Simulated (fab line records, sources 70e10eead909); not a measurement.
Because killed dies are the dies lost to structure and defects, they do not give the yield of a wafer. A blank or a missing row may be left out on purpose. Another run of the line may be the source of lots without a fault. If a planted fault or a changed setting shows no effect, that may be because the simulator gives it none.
A single fault, viewed from 2 desks    flow nand_harc    each desk holds nothing but its own numbers, with what lay behind them at the end

## AT THE METROLOGY DESK
What the gauges read for every lot (on any tool): the sampled wafers with a number, averaged. A lot is out of limits, marked OUT, if its mean lies more than 4 standard deviations from the usual mean; the brackets give that distance.
Columns: A = cd_nm at NHARC_A_M0_CD_MEAS_09, usual 80.2 nm; B = overlay_x_nm at NHARC_A_M0_OVL_MEAS_10, usual 0.3 nm; C = overlay_y_nm at NHARC_A_M0_OVL_MEAS_10, usual 0.1 nm; D = cd_nm at NHARC_A_M0_CD_MEAS_16, usual 80.1 nm
lot   first seen here  A                B     C     D
L730  day 24 00:26     80.7             0.2   -0.1  80.2
L735  day 25 17:01     80.2             1.3   -0.2  79.6
L741  day 27 18:31     79.9             -0.8  0.3   79.8
L745  day 29 03:07     75.6 (-9.1) OUT  0.7   -0.3  75.6 (-6.7) OUT
L751  day 32 20:49     80.7             -0.9  -0.0  80.4
This desk finds L745 out of limits, L745 being first, at day 29 03:07 (cd_nm at NHARC_A_M0_CD_MEAS_09). L730, L735, L741, L751: within limits.

## THE DEFECT DESK
What the inspections along the route counted, lot by lot: means of the sampled wafers that have a number. A lot is out of limits, marked OUT, if its mean lies more than 4 standard deviations from the usual mean; the brackets give that distance.
Columns: A = raw_defect_count at NHARC_A_BLC_INSPECT_28, usual 499; B = raw_defect_count at NHARC_A_M0_INSPECT_11, usual 87
lot   first seen here  A    B
L730  day 23 23:32     392  17
L735  day 25 15:53     504  118
L741  day 27 17:36     620  67
L745  day 29 02:05     538  110
L751  day 32 19:23     743  86
This desk's finding: nothing out of limits on any of the 5 lots.

## TAKEN TOGETHER
On L745, the metrology desk was in a position to raise an alarm at day 29 03:07.
The defect desk saw nothing out of limits.
The defect desk has L745 on record, within its limits.
Of the lots named, all ran NHARC_A_M0_DEVELOP_08 on litho_track-01.

## WHAT WAS PUT IN BY THE SIMULATOR
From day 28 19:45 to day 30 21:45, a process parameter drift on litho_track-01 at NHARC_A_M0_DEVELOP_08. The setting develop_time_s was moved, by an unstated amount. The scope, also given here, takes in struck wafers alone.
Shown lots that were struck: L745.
Time in hours between the start of the fault and the first out-of-limits reading at each desk: metrology desk, 7.
